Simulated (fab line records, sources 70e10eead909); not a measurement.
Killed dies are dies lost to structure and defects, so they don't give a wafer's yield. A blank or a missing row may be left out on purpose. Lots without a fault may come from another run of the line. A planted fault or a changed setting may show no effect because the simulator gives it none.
fab line records | flow nand_harc
record lots=13 wafers=39 last_day=24
route steps=1159 shown A_CONTACT@916 END@1159
lots that met no fault: from a run of the same line without faults
start_h: hours from the record's first day to the start of the lot's first wafer shown | wait_h: hours since the lot's step before | " the same as in the row above | L1.1+2: a row that stands for several wafers | - no value, or no start given | * or withheld: withheld | < > ~ a bound
route shown NAME@n: a module of which the file shows steps, and the number in the route of the first | usual: mean/standard deviation of fault-free wafers | same: alike in all rows | chamber/n: place in a boat | sites: the reading at each site | _std_site: their standard deviation | _edge_site: outer sites' mean less inner sites' | radius_mm: how far each site lies from the wafer's centre | mask NAME#n: copy n | behind: the tool/chamber that last shaped the wafer | hold: why the lot was held/for how many hours/how that ended | device: the transistor (n, p or np) that didn't switch | end of line: the same wafers' tests at the end of the route | a step without rows: its recipe alone | killed: dies lost to structure and defects at the first sort, not the wafer's yield | map: a wafer's dies, x killed, . not, _ none there
set.NAME: the setting as run; set.NAME@STEP: as run at that earlier step | model.NAME: the simulator's own value behind a step, which no gauge read
steps of the route over a sample of lots; a table a step, a row a wafer
services: from which hour (start_h, from the record's first day; less than 0 if before it) a tool's chamber was out of use, for how many hours, and why
## steps
# step NHARC_A_CONTACT_CD_MEAS_80
# usual cd_nm=189.8/0.58
# columns lot.wafer tool chamber start_h wait_h cd_nm
L762.4 cd_sem-02 - 371.74 - 189.4
L762.5 " - " " 189.7
L762.6 " - " " 189.8
L765.1 cd_sem-02 - 398.30 - 189.9
L765.2 " - " " 189.6
L765.4 " - " " 189.6
L764.3 cd_sem-03 - 398.66 - 190.1
L764.5 " - " " 191.4
L764.6 " - " " 190.4
L763.1 cd_sem-01 - 404.17 - 190.6
L763.5 " - " " 190.3
L763.6 " - " " 189.9
L769.1 cd_sem-03 - 426.45 - 190.0
L769.2 " - " " 190.2
L769.4 " - " " 189.9
L775.1 cd_sem-02 - 459.01 - 190.1
L775.5 " - " " 190.2
L775.6 " - " " 189.8
L778.1 cd_sem-03 - 464.55 - 189.5
L778.4 " - " " 189.8
L778.5 " - " " 189.6
L774.1 cd_sem-02 - 465.84 - 189.5
L774.3 " - " " 189.1
L774.6 " - " " 189.3
L779.1 cd_sem-02 - 468.09 - 190.8
L779.3 " - " " 191.2
L779.4 " - " " 191.3
L780.1 cd_sem-03 - 488.16 - 190.8
L780.2 " - " " 190.0
L780.5 " - " " 190.5
L784.1 cd_sem-01 - 504.62 - 190.3
L784.2 " - " " 190.5
L784.6 " - " " 190.3
L783.3 cd_sem-01 - 514.77 - 190.4
L783.4 " - " " 189.9
L783.6 " - " " 189.9
L785.1 cd_sem-03 - 520.39 - 189.5
L785.2 " - " " 189.4
L785.4 " - " " 189.5
# step NHARC_A_CONTACT_INSPECT_10
# usual raw_defect_count=31/14
# columns lot.wafer tool chamber start_h wait_h raw_defect_count
L762.4 defect_inspect-01 - 375.70 0.0 20
L762.5 " - " " 22
L762.6 " - " " 18
L765.1 defect_inspect-01 - 401.25 0.0 10
L765.2 " - " " 17
L765.4 " - " " 15
L764.3 defect_inspect-02 - 402.00 0.0 18
L764.5 " - " " 19
L764.6 " - " " 21
L763.1 defect_inspect-01 - 409.37 0.0 22
L763.5 " - " " 20
L763.6 " - " " 23
L769.1 defect_inspect-01 - 430.08 0.0 26
L769.2 " - " " 20
L769.4 " - " " 25
L775.1 defect_inspect-01 - 462.44 0.0 24
L775.5 " - " " 34
L775.6 " - " " 37
L778.1 defect_inspect-02 - 472.33 0.0 44
L778.4 " - " " 35
L778.5 " - " " 34
L774.1 defect_inspect-02 - 475.53 0.0 27
L774.3 " - " " 36
L774.6 " - " " 30
L779.1 defect_inspect-01 - 476.20 0.0 42
L779.3 " - " " 33
L779.4 " - " " 36
L780.1 defect_inspect-01 - 491.26 0.0 63
L780.2 " - " " 48
L780.5 " - " " 60
L784.1 defect_inspect-02 - 508.67 0.0 39
L784.2 " - " " 44
L784.6 " - " " 33
L783.3 defect_inspect-02 - 518.93 0.0 66
L783.4 " - " " 47
L783.6 " - " " 63
L785.1 defect_inspect-01 - 523.52 0.0 32
L785.2 " - " " 49
L785.4 " - " " 47
# step NHARC_A_CONTACT_ETCH_89
# recipe target_depth_a=2600 over_etch_frac=0.3 time_s=475.3 ion_energy_ev=200 n2_flow_sccm=150 h2_flow_sccm=150 ar_flow_sccm=0 rf_w=400 bias_w=150 chemistry=N2/H2
# usual bias_w=150.1/0.45 chamber_pressure_mTorr=29.997/0.026 drypump_motor_current_A=5.9/0.32 oes_product_au=1.002/0.0094 rf_vpp_V=431.2/2.4 showerhead_plenum_p_Torr=2.07/0.082 throttle_valve_pct=14.170/0.0081
# columns lot.wafer tool chamber start_h wait_h bias_w chamber_pressure_mTorr drypump_motor_current_A oes_product_au rf_hours_counter_h rf_vpp_V showerhead_plenum_p_Torr throttle_valve_pct
L762.4 rie_diel-07 1 - - 151.1 29.971 5.9 1.016 29 433.3 2.14 14.163
L762.5 " 3 " " 150.2 29.954 6.2 1.009 - 427.9 1.93 14.166
L762.6 " 0 " " 149.7 29.968 5.6 0.993 - 431.0 2.09 14.177
L765.1 rie_diel-02 3 - - 151.1 29.999 6.4 1.014 24 430.8 2.04 14.167
L765.4 " 1 " " 149.3 29.991 5.4 0.995 23 428.2 1.96 14.169
L765.2 " 2 " " 149.7 29.958 5.2 0.996 21 429.1 2.00 14.172
L764.3 rie_diel-07 2 - - 150.6 30.027 6.2 1.002 34 430.7 2.10 14.173
L764.5 " 0 " " 150.1 29.973 5.6 0.993 - 431.9 2.09 14.187
L764.6 " 1 " " 150.0 30.058 5.9 1.007 - 433.6 2.14 14.178
L763.1 rie_diel-02 1 - - 150.1 29.936 5.4 0.990 25 428.1 1.96 14.159
L763.6 " 2 " " 150.1 30.031 5.2 0.996 - 430.3 1.99 14.172
L763.5 " 3 " " 149.9 29.995 6.3 1.020 - 431.3 2.04 14.160
L769.2 rie_diel-07 1 - - 150.3 30.003 5.9 1.004 4 432.9 2.14 14.155
L769.4 " 2 " " 149.5 29.984 6.2 1.009 3 432.0 2.10 14.172
L769.1 " 0 " " 150.4 30.024 5.6 0.997 4 431.1 2.09 14.166
L775.1 rie_diel-06 3 - - 149.9 30.009 6.0 1.010 17 433.2 2.12 14.172
L775.6 " 3 " " 150.2 29.951 6.0 1.004 - 432.7 2.12 14.174
L775.5 " 0 " " 150.3 30.000 6.5 0.986 - 429.8 1.99 14.176
L778.1 rie_diel-06 0 - - 150.3 29.977 6.5 0.992 18 428.7 1.99 14.170
L778.5 " 3 " " 150.3 29.966 6.0 1.012 - 432.6 2.12 14.170
L778.4 " 1 " " 149.8 29.977 6.0 1.013 - 436.1 2.19 14.165
L774.3 rie_diel-02 2 - - 150.8 29.962 5.2 1.002 50 430.2 1.99 14.171
L774.1 " 3 " " 150.5 29.959 6.3 1.017 49 429.7 2.03 14.176
L774.6 " 1 " " 149.6 29.965 5.4 0.994 - 428.7 1.95 14.175
L779.3 rie_diel-07 2 - - 150.2 29.970 6.2 1.000 14 433.0 2.10 14.180
L779.1 " 3 " " 149.9 30.023 6.2 1.010 13 428.0 1.93 14.164
L779.4 " 0 " " 149.8 29.997 5.6 0.984 13 431.1 2.08 14.151
L780.2 rie_diel-06 2 - - 149.2 29.992 5.5 1.008 24 431.0 2.06 14.175
L780.1 " 3 " " 150.2 29.988 6.0 1.013 27 431.6 2.11 14.190
L780.5 " 1 " " 149.9 29.958 6.0 1.004 - 436.2 2.19 14.181
L784.2 rie_diel-06 2 - - 150.0 30.031 5.5 0.998 28 431.0 2.06 14.174
L784.1 " 3 " " 149.7 30.006 6.0 1.005 32 432.5 2.11 14.172
L784.6 " 2 " " 149.8 29.986 5.5 1.002 - 429.7 2.06 14.192
L783.3 rie_diel-06 2 - - 149.6 30.010 5.4 1.009 33 431.2 2.05 14.167
L783.6 " 2 " " 150.0 29.995 5.4 1.017 - 431.5 2.05 14.164
L783.4 " 1 " " 150.4 29.996 6.0 1.003 - 434.6 2.18 14.160
L785.2 rie_diel-06 1 - - 149.2 29.976 6.0 1.011 35 434.9 2.18 14.180
L785.1 " 2 " " 150.2 30.045 5.4 1.007 34 431.2 2.05 14.168
L785.4 " 1 " " 149.8 30.007 6.0 1.006 - 433.8 2.18 14.169
# step NHARC_A_CONTACT_ETCH_134
# recipe source_w=withheld pressure_mtorr=20 bias_v=withheld time_s=140 target_depth_a=7000 ar_flow_sccm=withheld c4f8_flow_sccm=withheld o2_flow_sccm=withheld chemistry=C4F8/O2/Ar
# usual chamber_pressure_mTorr=19.999/0.02 oes_air_line_au=1.001/0.02
# columns lot.wafer tool chamber start_h wait_h chamber_pressure_mTorr oes_air_line_au rf_hours_counter_h
L762.4 har_cap_etch-01 1 376.85 - 20.001 1.013 -
L762.6 " 0 " " 20.003 0.981 -
L762.5 " 1 " " 19.988 1.000 -
L765.2 har_cap_etch-03 0 402.75 - 20.000 1.014 85
L765.1 " 1 " " 19.993 0.999 85
L765.4 " 0 " " 19.987 1.019 -
L764.3 har_cap_etch-01 1 403.14 - 19.988 1.002 -
L764.5 " 1 " " 20.013 0.995 -
L764.6 " 0 " " 19.981 0.969 -
L763.1 har_cap_etch-02 1 410.45 - 19.969 0.955 13
L763.5 " 0 " " 20.028 0.988 -
L763.6 " 1 " " 19.978 0.963 -
L769.2 har_cap_etch-02 1 431.15 - 19.974 0.995 17
L769.1 " 0 " " 20.016 0.965 17
L769.4 " 0 " " 20.009 0.973 -
L775.1 har_cap_etch-03 0 463.55 - - - -
L775.5 " 0 " " - - -
L775.6 " 1 " " - - -
L778.1 har_cap_etch-02 1 473.59 - 19.994 1.010 25
L778.4 " 1 " " 20.012 1.044 -
L778.5 " 1 " " 20.021 1.012 -
L774.1 har_cap_etch-03 1 476.67 - - - -
L774.3 " 1 " " - - -
L774.6 " 1 " " - - -
L779.1 har_cap_etch-01 1 477.29 - 20.022 1.001 79
L779.3 " 0 " " 20.008 1.011 -
L779.4 " 1 " " 20.008 0.992 -
L780.2 har_cap_etch-01 1 492.57 - 20.016 1.029 81
L780.1 " 0 " " 19.995 1.004 81
L780.5 " 1 " " 20.001 1.008 -
L784.1 har_cap_etch-02 1 509.91 - 19.982 0.998 31
L784.2 " 0 " " 19.985 0.980 31
L784.6 " 1 " " 19.960 0.997 -
L783.4 har_cap_etch-01 0 520.24 - 20.000 1.000 -
L783.3 " 1 " " 20.008 1.014 -
L783.6 " 1 " " 20.019 1.021 -
L785.2 har_cap_etch-03 1 524.76 - 19.990 0.984 109
L785.1 " 0 " " 20.034 1.036 109
L785.4 " 1 " " 19.990 0.998 -
# step NHARC_END_SORT_01
# recipe temp_c=25
# usual killed_at_array=28/10 killed_at_other=0.5/0.82 killed_at_periphery=3.4/2.2 killed_dies=31/10 killed_open=3.4/1.9 killed_short=1.9/1.3
# same gross_dies=677
# columns lot.wafer tool chamber start_h wait_h killed_at_array killed_at_other killed_at_periphery killed_dies killed_open killed_short
L775.1 prober-01 0 515.40 2.5 673 0 4 677 3 1
L775.5 prober-01 0 518.63 3.7 672 0 5 677 0 2
L775.6 prober-01 0 519.44 4.0 672 1 4 677 4 2
L774.1 prober-02 0 555.23 2.5 673 0 4 677 3 1
L774.3 prober-02 0 556.80 3.1 673 0 4 677 7 3
L774.6 prober-02 0 559.16 3.9 674 0 3 677 7 4
# killed by level:class
L775.1 A_CONTACT:area_etch=656 A_SLIT:chamber_film_flake=8 A_CONTACT:chamber_film_flake=3 A_CHANNEL_HOLE_D1:chamber_film_flake=2 A_STAIRCASE:chamber_film_flake=2 P_M0:geometric_particle:open=1 P_M2:geometric_particle:short=1 A_ONON_D1:geometric_particle:open=1
L775.5 A_CONTACT:area_etch=641 A_SLIT:chamber_film_flake=18 P_CONTACT:chamber_film_flake=4 A_CHANNEL_HOLE_D1:chamber_film_flake=4 A_STAIRCASE:chamber_film_flake=4 A_CONTACT:chamber_film_flake=3 A_CHANNEL_FILL_D1:geometric_particle:short=1 A_SGD_CUT:geometric_particle:short=1
L775.6 A_CONTACT:area_etch=648 A_STAIRCASE:chamber_film_flake=6 A_SLIT:chamber_film_flake=6 A_CHANNEL_HOLE_D1:chamber_film_flake=5 P_CONTACT:chamber_film_flake=3 A_M0:geometric_particle:open=2 A_CONTACT:chamber_film_flake=2 A_ONON_D1:geometric_particle:open=1
L774.1 A_CONTACT:area_etch=647 A_CHANNEL_HOLE_D1:chamber_film_flake=10 A_STAIRCASE:chamber_film_flake=5 A_CONTACT:chamber_film_flake=4 A_BLC:chamber_film_flake=3 P_GATE:chamber_film_flake=2 P_STI:geometric_particle:open=1 P_M1:geometric_particle:open=1
L774.3 A_CONTACT:area_etch=636 A_CHANNEL_HOLE_D1:chamber_film_flake=19 A_BLC:chamber_film_flake=4 A_CONTACT:chamber_film_flake=3 A_CHANNEL_FILL_D1:geometric_particle:open=2 A_CONTACT:geometric_particle:open=2 A_M0:geometric_particle:open=2 A_STAIRCASE:chamber_film_flake=2
L774.6 A_CONTACT:area_etch=639 A_CHANNEL_HOLE_D1:chamber_film_flake=14 A_CONTACT:chamber_film_flake=5 A_STAIRCASE:chamber_film_flake=4 A_CONTACT:geometric_particle:open=2 A_BLC:chamber_film_flake=2 P_GATE:geometric_particle:open=1 P_M0:geometric_particle:open=1
## services
# columns tool chamber start_h hours kind
rie_diel-06 0 373.11 - clean
rie_diel-06 1 373.11 - clean
rie_diel-06 2 373.11 - clean
rie_diel-06 3 373.11 - clean
rie_diel-06 - 390.24 1.4 repair
har_cap_etch-01 - 394.75 0.2 repair
rie_diel-06 0 397.61 - clean
rie_diel-06 1 397.61 - clean
rie_diel-06 2 397.61 - clean
rie_diel-06 3 397.61 - clean
rie_diel-07 - 405.20 9.0 pm
rie_diel-06 - 418.43 9.0 pm
rie_diel-06 0 418.43 9.0 vent_cycle
rie_diel-06 1 418.43 9.0 vent_cycle
rie_diel-06 2 418.43 9.0 vent_cycle
rie_diel-06 3 418.43 9.0 vent_cycle
rie_diel-02 3 427.16 5.2 repair
rie_diel-06 0 427.43 - clean
rie_diel-06 1 427.43 - clean
rie_diel-07 0 439.06 1.8 repair
rie_diel-06 2 464.28 9.1 repair
rie_diel-07 2 495.11 1.8 repair
rie_diel-02 - 506.09 9.0 pm
har_cap_etch-03 - 506.98 0.5 repair
## key
first_sign step=NHARC_A_CONTACT_ETCH_134 reading=tool_record direction=missing
effect step=NHARC_END_SORT_01 reading=killed_at_array direction=up sigmas=63 usual=28 struck=673
more_kills_born_at NHARC_A_CONTACT_ETCH_134@har_cap_etch-03=3867
met_at NHARC_A_CONTACT_ETCH_134
struck_lots L774,L775
later_rows_left_out L774.1,L774.3,L774.6,L775.1,L775.5,L775.6
tester_left_out L774,L775
not_acting_at NHARC_A_CONTACT_CD_MEAS_80,NHARC_A_CONTACT_INSPECT_10,NHARC_A_CONTACT_ETCH_89
onset_between 402.75 463.55
fault kind=skipped_step_whole tool=har_cap_etch-03 chamber=- onset_h=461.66 steps=NHARC_A_CONTACT_ETCH_134 scope=struck_lots_only
# tester_left_out: of these lots the tester's yield and bins aren't shown, on N5 and GAA mostly nor the transistor test; their killed dies are dies lost to structure and defects alone, not to doping, threshold or leakage, so they don't give the yield
# later_rows_left_out: the simulator's readings of these wafers behind a module that went badly wrong aren't trusted and aren't shown, but for the sort
